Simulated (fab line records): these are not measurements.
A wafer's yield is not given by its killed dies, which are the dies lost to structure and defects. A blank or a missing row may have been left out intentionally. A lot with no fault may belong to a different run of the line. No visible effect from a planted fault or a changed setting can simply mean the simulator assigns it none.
Struck lot and sound lot, side by side	flow n5_finfet	16 out of 1938 route steps
Sound: the wafers L739.1, L739.4, L739.5. Struck: wafer L753.6. (L753.1, L753.4 of the same lot were not struck and are left out.) The cause comes at the end.
Per side, at each step with rows, come the tool, then ch with its chambers, and then its first start. Under that, the readings that differ: sound wafers	struck wafers	difference of the means	sigmas: that difference in standard deviations of wafers without a fault.
alike: readings whose means differ by less than 2 such deviations, and words and numbers that are the same on both sides. not compared: withheld readings, readings that some wafer has no value for, bounds like >300 that may hide the same value, and numbers for which the record gives no deviation and whose values overlap.
A row with sigmas, a row that says differs or no value, or rows on one side alone: a step with any of these is where the two part. Numbers that have no deviation but don't overlap get no sigmas and don't part them. A reading that every wafer of one side lacks parts them only if that side has two wafers or more.

N5_MOL_CONTACT_COAG_VIA_ETCH_117: etches SiO2 in C4F6/O2, target depth 40 nm, overetch 8 nm, time 26 s.
  sound on rie_diel-01 ch 1,3, day 5 14:45; struck on rie_diel-04 ch 2, day 9 07:44
  alike: drypump_motor_current_A, oes_ar_750_au, oes_product_au, rf_vpp_V, showerhead_plenum_p_Torr, throttle_valve_pct
  not compared: rf_hours_counter_h
N5_MOL_CONTACT_COAG_ETCH_124: etches SiNx in CH3F/O2, stops on SiOC, target depth 6.5 nm.
  sound on rie_diel-01 ch 1,3, day 5 14:47; struck on rie_diel-04 ch 2, day 9 07:46
  alike: drypump_motor_current_A, oes_ar_750_au, oes_product_au, rf_vpp_V, showerhead_plenum_p_Torr, throttle_valve_pct
  not compared: rf_hours_counter_h
N5_MOL_CONTACT_COAG_ETCH_48: etches SiOC in C4F6/O2, target depth 15 nm, overetch 4.5 nm, time 17 s.
  sound on rie_diel-01 ch 1,3, day 5 14:49; struck on rie_diel-04 ch 2, day 9 07:48
  alike: drypump_motor_current_A, oes_ar_750_au, oes_product_au, rf_vpp_V, showerhead_plenum_p_Torr, throttle_valve_pct
  not compared: rf_hours_counter_h
then, 1 step without rows for these wafers: N5_MOL_CONTACT_COAG_STRIP_72 (strips in N2/H2).
N5_MOL_CONTACT_COAG_STRIP_49: strips in N2/H2, time 30 s.
  sound on plasma_asher-01 ch 0,1, day 5 14:57; struck on plasma_asher-01 ch 1, day 9 08:30
  alike: drypump_motor_current_A, heater_power_w, temp_c
  not compared: rf_hours_counter_h
then, 2 steps without rows for these wafers: N5_MOL_CONTACT_COAG_PRECLEAN_138 (cleans in alkaline clean, time 60 s); N5_MOL_CONTACT_COAG_SRD_139 (time 30 s).
N5_MOL_CONTACT_COAG_CD_MEAS_101 targets a cd of 16 nm.
  struck on cd_sem-02, day 9 08:39; sound on cd_sem-02, day 5 15:06
  alike: cd_nm
then, 1 step without rows for these wafers: N5_MOL_CONTACT_COAG_PRE_CLEAN_121.
N5_MOL_CONTACT_COAG_CVD_140: deposits W, target thk 66.5 nm, time 215 s.
  sound on cvd_w-01 ch 0,1, day 5 15:14; struck on cvd_w-02 ch 1, day 9 08:47
  alike: heater_power_w
then, 2 steps without rows for these wafers: N5_MOL_CONTACT_COAG_PRECLEAN_127 (cleans in DIW, time 57.5 s); N5_MOL_CONTACT_COAG_SRD_128 (dry time 32 s).
N5_MOL_CONTACT_COAG_CMP_52: polishes, stops on SiO2, t overpolish 1.5 s, target thk 66.5 nm.
  sound on cmp-02 ch 0,3, day 5 15:33; struck on cmp-02 ch 0, day 9 09:11
reading	sound	struck	difference	sigmas
platen_rpm (rpm)	50.30 50.27 50.28	48.27	-2.01	-63
time_to_endpoint_s (s)	16.3 18.6 15.7	11.6	-5.3	-3
  alike: motor_current_A, overpolish_run_s
N5_MOL_CONTACT_COAG_THK_MEAS_53:
  struck on film_metro-01, day 9 09:24; sound on film_metro-01, day 5 15:51
  alike: VIA_MOL_THK
-- the record jumps here: 4 days lie between the struck wafers' starts before and after (it left off in module MOL_CONTACT_COAG and takes up again in module BEOL_M4, whose first step shown is number 1111 of the route) --
N5_BEOL_M4_RC_MEAS_101:
  sound on prober-01 ch 0, day 9 06:11; struck on prober-02 ch 0, day 13 08:41
  alike: DIBL_N, DIBL_P, IOFF_N, IOFF_P, ION_N, ION_P, SS_N, SS_P, VT_N, VT_P
N5_PASSIVATION_PROBE_49:
  the record has rows for the sound wafers here (prober-02, day 13 21:19) and none for the struck ones

WHERE THEY PART
Earliest at N5_MOL_CONTACT_COAG_CMP_52; latest, in this record, at N5_PASSIVATION_PROBE_49.

WHY: the cause the simulator had injected
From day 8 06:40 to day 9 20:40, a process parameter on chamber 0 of cmp-02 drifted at N5_MOL_CONTACT_COAG_CMP_52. The setting platen_rpm was moved by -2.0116, starting from 50.289. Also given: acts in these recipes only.
